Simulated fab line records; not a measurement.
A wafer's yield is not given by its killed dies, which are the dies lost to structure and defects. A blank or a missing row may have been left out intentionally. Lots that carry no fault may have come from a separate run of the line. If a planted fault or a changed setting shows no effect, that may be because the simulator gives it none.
Matching of chambers | flow n5Finfet | N5_FIN_SAQP_ETCH_65 on rieSi-04 has 3 sister chambers
The step etches SiO2 in CF4, target depth 4 nm, time 4.4 s. 6 wafers are shown with their chamber, then 6 later ones without.

## EACH WAFER AND ITS CHAMBER
wafer  | chamber | throttleValvePct (%) | oesProductAu (a.u.)
L083.3 | 0       | 21.80                | 0.967
L084.1 | 2       | 21.92                | 1.018
L086.2 | 2       | 21.93                | 1.021
L086.3 | 0       | 21.79                | 0.970
L086.4 | 3       | 22.26                | 0.965
L087.1 | 3       | 22.27                | 0.977

## WAFERS WITH NO CHAMBER GIVEN
wafer  | throttleValvePct (%) | oesProductAu (a.u.)
L087.6 | 22.26                | 0.981
L089.4 | 21.92                | 1.005
L089.5 | 21.79                | 0.964
L092.4 | 22.26                | 0.983
L092.5 | 21.92                | 1.036
L092.6 | 22.26                | 0.993

## WHICH CHAMBER EACH WENT THROUGH
wafer  | from the rows above | in truth
L087.6 | 3                   | 3
L089.4 | 2                   | 2
L089.5 | 0                   | 0
L092.4 | 3                   | 3
L092.5 | 2                   | 2
L092.6 | 3                   | 3
Correctly placed: 6 of 6. From these rows, 0 cannot be placed. 0 placed wrongly.
How it was worked out, from the rows above alone: a wafer's distance from a chamber is the root of the sum, over the readings, of the square of ((its reading less the chamber's mean) divided by the reading's scatter). If the next closest chamber is less than 2 further off than the closest, the wafer can't be placed; otherwise it belongs to the closest. For every chamber, the mean is computed from those of its wafers that are shown. The scatter is the square root of a quotient: the sum, over the shown wafers, of each reading's squared deviation from its chamber's mean, divided by wafers minus chambers.
